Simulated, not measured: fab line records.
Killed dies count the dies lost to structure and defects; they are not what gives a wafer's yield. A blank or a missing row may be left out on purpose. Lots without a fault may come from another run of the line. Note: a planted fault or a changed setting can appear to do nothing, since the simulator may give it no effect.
fab line records ; flow nandHarc
record lots=12; wafers=36; lastDay=24
route steps=1159 shown A_M1@1052 A_BONDPAD@1072 THIN_TSV@1120 END@1159
lots untouched by any fault: they come from a run of this same line in which no faults occurred
startH: start of the lot's first displayed wafer, in hours after the record's first day ; waitH: hours elapsed since this lot's preceding step ; " same as the row above ; L1.1+2: a single row standing in for several wafers ; - value missing, or start not given ; * or withheld: withheld ; < > ~ a bound
route shown NAME@n: a module of which the file shows steps, and the number in the route of the first ; usual: average and standard deviation across the fault-free wafers ; same: alike in all rows ; chamber/n: place in a boat ; sites: readings site by site ; _std_site: their standard deviation ; _edge_site: inner sites' mean taken away from outer sites' mean ; radiusMm: for every site, how far away it sits from the centre of the wafer ; mask NAME#n: copy n ; behind: the tool/chamber that last shaped the wafer ; hold: what put the lot on hold/how long, in hours/how the hold closed ; device: the transistor (n, p or np) that didn't switch ; end of line: the same wafers' tests at the end of the route ; where a step has no rows: the recipe by itself ; killed: the dies lost at the first sort to structure and to defects; this is not the yield of the wafer ; map: dies across one wafer; x = killed, . = not, _ = none there
set.NAME: the setting the step ran with; set.NAME@STEP: the setting that earlier step ran with ; model.NAME: the simulator's own value behind a step, which no gauge read
steps of the route over a sample of lots; a table a step, a row a wafer
services: a tool's chamber out of use, with start hour (startH, from the record's first day; less than 0 if before it), hours out, and reason
## steps
# step NHARC_A_M1_CMP_23
# recipe tOverpolishS=20; targetThkNm=154.34
# usual motorCurrentA=12.0/1.2; timeToEndpointS=29.1/2.3
lot.wafer;tool;chamber;startH;waitH;motorCurrentA;timeToEndpointS
L550.3;cmp-02;1;405.91;-;12.4;31.7
L550.6;cmp-02;1;405.91;-;13.2;32.4
L550.5;cmp-02;2;405.91;-;11.1;32.6
L551.2;cmp-04;3;408.35;-;14.6;29.6
L551.3;cmp-04;0;408.35;-;11.2;27.4
L551.5;cmp-04;3;408.35;-;13.7;26.6
L553.2;cmp-04;2;410.76;-;11.8;27.8
L553.3;cmp-04;3;410.76;-;13.9;30.7
L553.5;cmp-04;2;410.76;-;12.1;30.6
L552.2;cmp-01;1;411.69;-;10.0;31.0
L552.6;cmp-01;2;411.69;-;11.5;27.5
L552.5;cmp-01;3;411.69;-;11.0;27.9
L554.3;cmp-01;1;432.21;-;10.0;31.0
L554.2;cmp-01;0;432.21;-;13.8;28.7
L554.6;cmp-01;2;432.21;-;12.3;30.1
L559.1;cmp-04;0;462.25;-;11.6;34.2
L559.2;cmp-04;1;462.25;-;11.3;31.5
L559.5;cmp-04;2;462.25;-;12.3;32.3
L558.4;cmp-04;1;467.39;-;11.9;31.8
L558.2;cmp-04;2;467.39;-;12.3;32.0
L558.3;cmp-04;3;467.39;-;13.9;31.2
L564.1;cmp-01;1;482.19;-;10.1;24.5
L564.4;cmp-01;2;482.19;-;12.1;26.6
L564.2;cmp-01;3;482.19;-;11.1;26.4
L561.1;cmp-01;2;485.98;-;11.8;29.5
L561.3;cmp-01;0;485.98;-;13.9;27.6
L561.6;cmp-01;2;485.98;-;12.0;28.9
L562.3;cmp-01;3;489.71;-;10.9;27.4
L562.6;cmp-01;2;489.71;-;12.5;28.0
L562.5;cmp-01;3;489.71;-;11.6;28.1
L566.1;cmp-04;0;492.74;-;11.9;29.2
L566.4;cmp-04;2;492.74;-;12.0;26.6
L566.6;cmp-04;0;492.74;-;11.1;28.7
L571.2;cmp-01;2;532.28;-;12.6;29.4
L571.6;cmp-01;2;532.28;-;12.1;30.5
L571.5;cmp-01;3;532.28;-;10.3;30.8
# step NHARC_A_BONDPAD_CD_MEAS_09
# recipe targetCdNm=500; landingEnergyEv=500
# usual cdNm=499.4/1.6
lot.wafer;tool;chamber;startH;waitH;cdNm
L550.3;cdSem-01;0;408.32;-;499.5
L550.5;cdSem-01;0;408.32;-;498.3
L550.6;cdSem-01;0;408.32;-;499.8
L551.2;cdSem-02;0;410.72;-;498.7
L551.3;cdSem-02;0;410.72;-;500.3
L551.5;cdSem-02;0;410.72;-;500.4
L553.2;cdSem-02;0;413.16;-;500.2
L553.3;cdSem-02;0;413.16;-;499.6
L553.5;cdSem-02;0;413.16;-;498.4
L552.2;cdSem-02;0;413.90;-;499.7
L552.5;cdSem-02;0;413.90;-;497.0
L552.6;cdSem-02;0;413.90;-;496.8
L554.2;cdSem-01;0;434.61;-;502.9
L554.3;cdSem-01;0;434.61;-;502.8
L554.6;cdSem-01;0;434.61;-;500.8
L559.1;cdSem-01;0;464.59;-;502.3
L559.2;cdSem-01;0;464.59;-;501.1
L559.5;cdSem-01;0;464.59;-;498.4
L558.2;cdSem-03;0;469.62;-;499.2
L558.3;cdSem-03;0;469.62;-;496.9
L558.4;cdSem-03;0;469.62;-;498.3
L564.1;cdSem-03;0;484.50;-;500.5
L564.2;cdSem-03;0;484.50;-;501.2
L564.4;cdSem-03;0;484.50;-;500.8
L561.1;cdSem-02;0;488.46;-;496.2
L561.3;cdSem-02;0;488.46;-;498.3
L561.6;cdSem-02;0;488.46;-;498.5
L562.3;cdSem-03;0;492.09;-;497.0
L562.5;cdSem-03;0;492.09;-;496.9
L562.6;cdSem-03;0;492.09;-;498.0
L566.1;cdSem-01;0;496.04;-;501.2
L566.4;cdSem-01;0;496.04;-;498.9
L566.6;cdSem-01;0;496.04;-;497.8
L571.2;cdSem-03;0;534.69;-;501.8
L571.5;cdSem-03;0;534.69;-;500.5
L571.6;cdSem-03;0;534.69;-;499.8
# step NHARC_THIN_TSV_ETCH_15
# recipe targetDepthA=30000; boschTargetOveretchCycles=2; boschEtchStepS=2.8; boschDepStepS=1.2; boschCycles=14
# usual drypumpMotorCurrentA=5.8/0.55
lot.wafer;tool;chamber;startH;waitH;drypumpMotorCurrentA;rfHoursCounterH
L550.3;rieSi-02;1;427.62;-;6.6;0.3
L550.6;rieSi-02;1;427.62;-;6.6;-
L550.5;rieSi-02;2;427.62;-;6.0;-
L551.2;rieSi-01;0;430.09;-;6.2;1.0
L551.3;rieSi-01;1;430.09;-;5.1;1.1
L551.5;rieSi-01;1;430.09;-;5.1;-
L553.3;rieSi-02;3;431.34;-;5.3;0.2
L553.2;rieSi-02;1;431.34;-;6.6;0.4
L553.5;rieSi-02;2;431.34;-;6.0;-
L552.2;rieSi-01;3;434.98;-;5.1;1.3
L552.6;rieSi-01;1;434.98;-;5.1;-
L552.5;rieSi-01;2;434.98;-;5.6;-
L554.3;rieSi-06;1;451.41;-;5.0;0.7
L554.2;rieSi-06;0;451.41;-;6.7;0.6
L554.6;rieSi-06;1;451.41;-;5.0;-
L559.2;rieSi-02;2;481.56;-;6.0;0.7
L559.1;rieSi-02;0;481.56;-;5.5;0.8
L559.5;rieSi-02;1;481.56;-;6.7;-
L558.2;rieSi-02;0;486.19;-;5.5;0.9
L558.3;rieSi-02;1;486.19;-;6.6;1.0
L558.4;rieSi-02;2;486.19;-;6.0;0.8
L564.2;rieSi-02;0;502.29;-;5.5;1.1
L564.1;rieSi-02;1;502.29;-;6.6;1.2
L564.4;rieSi-02;2;502.29;-;6.0;0.9
L561.3;rieSi-06;2;504.71;-;5.9;1.3
L561.1;rieSi-06;0;504.71;-;6.7;1.2
L561.6;rieSi-06;2;504.71;-;5.9;-
L566.4;rieSi-01;2;514.05;-;5.6;0.2
L566.1;rieSi-01;3;514.05;-;5.1;0.3
L566.6;rieSi-01;1;514.05;-;5.1;-
L562.3;rieSi-06;1;515.34;-;5.0;1.4
L562.5;rieSi-06;3;515.34;-;5.7;-
L562.6;rieSi-06;0;515.34;-;6.7;-
L571.2;rieSi-02;1;550.95;-;6.6;1.5
L571.5;rieSi-02;2;550.95;-;6.0;-
L571.6;rieSi-02;3;550.95;-;5.3;-
# step NHARC_THIN_TSV_ETCHBACK_48
# recipe targetDepthA=10285; overEtchFrac=0.3; timeS=405.17; ionEnergyEv=250; c4f8FlowSccm=withheld; arFlowSccm=withheld; rfW=600; biasW=300; chemistry=C4F8/Ar
# usual chamberPressureMTorr=25.000/0.024; oesProductAu=0.946/0.03; rfVppV=548/3.2
lot.wafer;tool;chamber;startH;waitH;chamberPressureMTorr;oesProductAu;rfHoursCounterH;rfVppV
L550.3;rieDiel-02;1;429.14;-;24.986;0.917;5;548
L550.6;rieDiel-02;1;429.14;-;25.024;0.918;-;548
L550.5;rieDiel-02;2;429.14;-;24.997;0.922;-;550
L551.2;rieDiel-11;2;431.56;-;24.989;1.004;5;546
L551.3;rieDiel-11;3;431.56;-;24.976;0.998;4;547
L551.5;rieDiel-11;1;431.56;-;25.013;0.992;-;553
L553.3;rieDiel-02;0;432.74;-;25.001;0.925;6;553
L553.2;rieDiel-02;2;432.74;-;24.991;0.909;6;550
L553.5;rieDiel-02;1;432.74;-;25.031;0.915;-;548
L552.2;rieDiel-11;2;436.49;-;25.016;0.919;6;544
L552.5;rieDiel-11;3;436.49;-;24.997;0.956;-;548
L552.6;rieDiel-11;0;436.49;-;24.971;0.921;-;545
L554.2;rieDiel-09;0;452.83;-;24.991;0.998;2;543
L554.3;rieDiel-09;1;452.83;-;25.011;1.002;2;551
L554.6;rieDiel-09;0;452.83;-;24.985;1.005;-;540
L559.1;rieDiel-09;1;483.23;-;25.012;0.933;5;551
L559.2;rieDiel-09;3;483.23;-;25.017;0.941;5;550
L559.5;rieDiel-09;1;483.23;-;25.014;0.922;-;550
L558.2;rieDiel-02;1;487.64;-;25.006;0.925;10;548
L558.3;rieDiel-02;2;487.64;-;24.995;0.927;10;550
L558.4;rieDiel-02;3;487.64;-;24.963;0.933;11;547
L564.4;rieDiel-09;0;503.74;-;25.009;0.929;8;543
L564.1;rieDiel-09;1;503.74;-;24.974;0.925;8;551
L564.2;rieDiel-09;2;503.74;-;25.029;0.927;6;546
L561.3;rieDiel-11;2;506.44;-;24.986;0.919;9;544
L561.1;rieDiel-11;3;506.44;-;24.994;0.931;8;548
L561.6;rieDiel-11;3;506.44;-;24.989;0.925;-;548
L566.4;rieDiel-09;3;516.14;-;25.000;0.852;9;551
L566.1;rieDiel-09;0;516.14;-;24.987;0.922;10;544
L566.6;rieDiel-09;2;516.14;-;24.996;0.921;-;544
L562.3;rieDiel-02;1;518.37;-;24.963;0.970;1;546
L562.6;rieDiel-02;0;518.37;-;25.002;0.987;-;551
L562.5;rieDiel-02;2;518.37;-;25.018;0.980;-;549
L571.2;rieDiel-02;2;552.37;-;25.003;0.930;3;551
L571.5;rieDiel-02;1;552.37;-;25.017;0.925;-;547
L571.6;rieDiel-02;2;552.37;-;24.999;0.948;-;550
# step NHARC_END_SORT_01
# recipe tempC=25
# usual defectLimitedYield=95.2/1.4; killedAtArray=28/8.9; killedAtOther=0.8/1.2; killedAtPeriphery=3.3/2.3; killedDies=32/9.4; killedOpen=3.2/1.8; killedShort=1.9/1.4; sort_bin_2_pct=1.4/0.56; sort_bin_3_pct=0.26/0.21; sort_bin_4_pct=3.1/1; sortNPass=645/9.4; sortRimYieldPct=95.7/2.4; sortYieldPct=95.2/1.4
# same grossDies=677; sort_bin_5_pct[%]=0; sort_bin_6_pct[%]=0; sort_bin_7_pct[%]=0; sort_bin_8_pct[%]=0; sortRimNGross=106.00
lot.wafer;tool;chamber;startH;waitH;defectLimitedYield[%];killedAtArray;killedAtOther;killedAtPeriphery;killedDies;killedOpen;killedShort;sort_bin_2_pct[%];sort_bin_3_pct[%];sort_bin_4_pct[%];sortNPass;sortRimYieldPct[%];sortYieldPct[%]
L559.1;prober-01;0;494.80;2.5;95.7;25;3;1;29;1;3;1.2;0.15;3.0;648;94.3;95.7
L559.2;prober-01;0;495.61;2.8;96.6;21;2;0;23;2;1;0.9;0.15;2.4;654;97.2;96.6
L559.5;prober-01;0;498.05;3.8;97.8;14;0;1;15;3;1;0.3;0.15;1.8;662;98.1;97.8
L558.2;prober-02;0;511.23;2.8;94.8;28;0;7;35;5;3;2.1;0.89;2.2;642;96.2;94.8
L558.3;prober-02;0;512.03;3.1;94.5;33;0;4;37;6;1;2.4;0.74;2.4;640;92.5;94.5
L558.4;prober-02;0;512.83;3.4;93.9;37;0;4;41;3;4;1.8;0;4.3;636;94.3;93.9
L561.1;prober-01;0;525.25;2.5;95.1;32;0;1;33;2;4;1.3;0.44;3.1;644;95.3;95.1
L561.3;prober-01;0;526.85;3.1;96.8;20;0;2;22;2;1;1.2;0;2.1;655;99.1;96.8
L561.6;prober-01;0;529.24;4.0;95.7;26;2;1;29;6;1;1.5;0.44;2.4;648;97.2;95.7
L566.1;prober-01;0;533.03;2.5;92.9;35;4;9;48;5;0;2.2;0;4.9;629;91.5;92.9
L566.4;prober-01;0;535.45;3.4;93.6;32;3;8;43;3;2;1.8;0.44;4.1;634;94.3;93.6
L566.6;prober-01;0;537.07;4.0;94.4;26;5;7;38;1;3;0.9;0.30;4.4;639;90.6;94.4
# killed by level:class
L559.1 A_WL_FILL:chamberFilmFlake=6 A_CONTACT:chamberFilmFlake=6 A_CHANNEL_HOLE_D1:chamberFilmFlake=3 A_STAIRCASE:chamberFilmFlake=3 THIN_TSV:chamberFilmFlake=3 A_ZERO_WELL:chamberFilmFlake=2 A_SOURCE_PLATE:geometricParticle:short=1 A_CHANNEL_HOLE_D1:geometricParticle:short=1
L559.2 A_CHANNEL_HOLE_D1:chamberFilmFlake=7 A_STAIRCASE:chamberFilmFlake=4 A_WL_FILL:chamberFilmFlake=4 A_CONTACT:chamberFilmFlake=3 THIN_TSV:chamberFilmFlake=2 A_CHANNEL_HOLE_D1:geometricParticle:open=1 A_M0:geometricParticle:short=1 A_M0:geometricParticle:open=1
L559.5 A_CHANNEL_HOLE_D1:chamberFilmFlake=5 A_STAIRCASE:chamberFilmFlake=3 A_CONTACT:chamberFilmFlake=2 P_CONTACT:geometricParticle:open=1 A_ONON_D1:geometricParticle:short=1 A_CHANNEL_FILL_D1:geometricParticle:open=1 A_BLC:geometricParticle:open=1 A_CHANNEL_FILL_D1:chamberFilmFlake=1
L558.2 A_SLIT:chamberFilmFlake=13 A_CHANNEL_HOLE_D1:chamberFilmFlake=7 A_CONTACT:chamberFilmFlake=4 P_M0:geometricParticle:open=2 P_GATE:geometricParticle:open=1 P_GATE:geometricParticle:short=1 P_M0:geometricParticle:short=1 A_SGD_CUT:geometricParticle:open=1
L558.3 A_SLIT:chamberFilmFlake=11 A_CHANNEL_HOLE_D1:chamberFilmFlake=10 A_CONTACT:chamberFilmFlake=3 P_ZERO_WELL:chamberFilmFlake=2 A_ZERO_WELL:chamberFilmFlake=2 P_M0:geometricParticle:open=1 A_ONON_D1:geometricParticle:open=1 A_WL_FILL:geometricParticle:open=1
L558.4 A_SLIT:chamberFilmFlake=13 A_CHANNEL_HOLE_D1:chamberFilmFlake=9 A_STAIRCASE:chamberFilmFlake=5 A_ZERO_WELL:chamberFilmFlake=3 A_CHANNEL_FILL_D1:geometricParticle:short=2 P_GATE:chamberFilmFlake=2 A_ONON_D1:geometricParticle:open=1 A_CHANNEL_FILL_D1:geometricParticle:open=1
L561.1 A_SLIT:chamberFilmFlake=15 A_STAIRCASE:chamberFilmFlake=5 A_CONTACT:chamberFilmFlake=4 A_CHANNEL_HOLE_D1:chamberFilmFlake=3 A_CHANNEL_HOLE_D1:geometricParticle:open=2 P_M0:geometricParticle:short=1 A_ONON_D1:geometricParticle:short=1 A_CHANNEL_FILL_D1:geometricParticle:short=1
L561.3 A_SLIT:chamberFilmFlake=10 A_CHANNEL_HOLE_D1:chamberFilmFlake=4 A_STAIRCASE:chamberFilmFlake=4 P_GATE:geometricParticle:open=1 P_M0:geometricParticle:short=1 A_CONTACT:geometricParticle:open=1 A_WL_FILL:chamberFilmFlake=1
L561.6 A_SLIT:chamberFilmFlake=13 A_CHANNEL_HOLE_D1:chamberFilmFlake=4 A_CHANNEL_FILL_D1:geometricParticle:open=3 A_CONTACT:chamberFilmFlake=2 P_GATE:geometricParticle:open=1 A_CHANNEL_FILL_D1:geometricParticle:short=1 A_CONTACT:geometricParticle:open=1 A_M0:geometricParticle:open=1
L566.1 A_CHANNEL_HOLE_D1:chamberFilmFlake=25 P_GATE:chamberFilmFlake=6 THIN_TSV:chamberFilmFlake=4 A_CONTACT:geometricParticle:open=3 A_CONTACT:chamberFilmFlake=3 P_ZERO_WELL:chamberFilmFlake=2 A_SOURCE_PLATE:geometricParticle:open=1 A_M0:geometricParticle:open=1
L566.4 A_CHANNEL_HOLE_D1:chamberFilmFlake=17 P_GATE:chamberFilmFlake=7 A_STAIRCASE:chamberFilmFlake=7 A_CONTACT:chamberFilmFlake=4 THIN_TSV:chamberFilmFlake=3 P_ZERO_WELL:geometricParticle:open=1 A_CHANNEL_HOLE_D1:geometricParticle:short=1 A_CHANNEL_FILL_D1:geometricParticle:open=1
L566.6 A_CHANNEL_HOLE_D1:chamberFilmFlake=17 P_GATE:chamberFilmFlake=6 THIN_TSV:chamberFilmFlake=5 A_STAIRCASE:chamberFilmFlake=4 A_CONTACT:chamberFilmFlake=2 P_M0:geometricParticle:short=1 A_CONTACT:geometricParticle:short=1 A_CONTACT:geometricParticle:open=1
## services
tool;chamber;startH;hours;kind
cmp-01;-;383.21;0.2;repair
rieDiel-02;2;383.72;14.0;repair
rieSi-02;-;388.00;9.0;pm
rieSi-06;-;394.66;0.6;repair
cmp-01;-;398.15;4.0;pm
cmp-04;-;399.25;4.0;pm
rieDiel-11;3;401.69;8.5;repair
rieDiel-02;1;410.57;7.7;repair
cmp-04;-;430.30;1.9;repair
rieDiel-09;-;431.10;9.0;pm
cmp-01;-;434.06;0.8;repair
cmp-04;-;435.33;8.0;repair
cmp-01;-;447.12;0.3;repair
rieDiel-02;1;448.72;12.5;repair
rieDiel-02;0;448.92;6.9;repair
cmp-04;-;459.34;0.6;repair
cmp-04;-;484.83;1.2;repair
rieDiel-09;2;490.38;5.8;repair
cmp-01;-;496.17;4.0;pm
cmp-04;-;497.25;4.0;pm
rieDiel-02;-;504.70;9.0;pm
rieSi-02;0;526.54;19.9;repair
cmp-04;-;530.39;5.2;repair
rieDiel-09;1;541.86;9.4;repair
## key
firstSign step=NHARC_THIN_TSV_ETCHBACK_48; reading=oesProductAu; direction=down; sigmas=3.2; usual=0.946; struck=0.852
effect none on later readings
metAt NHARC_THIN_TSV_ETCHBACK_48
struckLots L566
struckWafers L566.4
notActingAt NHARC_A_M1_CMP_23,NHARC_A_BONDPAD_CD_MEAS_09,NHARC_THIN_TSV_ETCH_15
onsetBetween 503.74 516.14
fault kind=processParameterDrift; tool=rieDiel-09; chamber=-; onsetH=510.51; steps=NHARC_THIN_TSV_ETCHBACK_48; channel=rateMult; offset=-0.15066; shape=step; endH=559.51; scope=struckWafersOnly
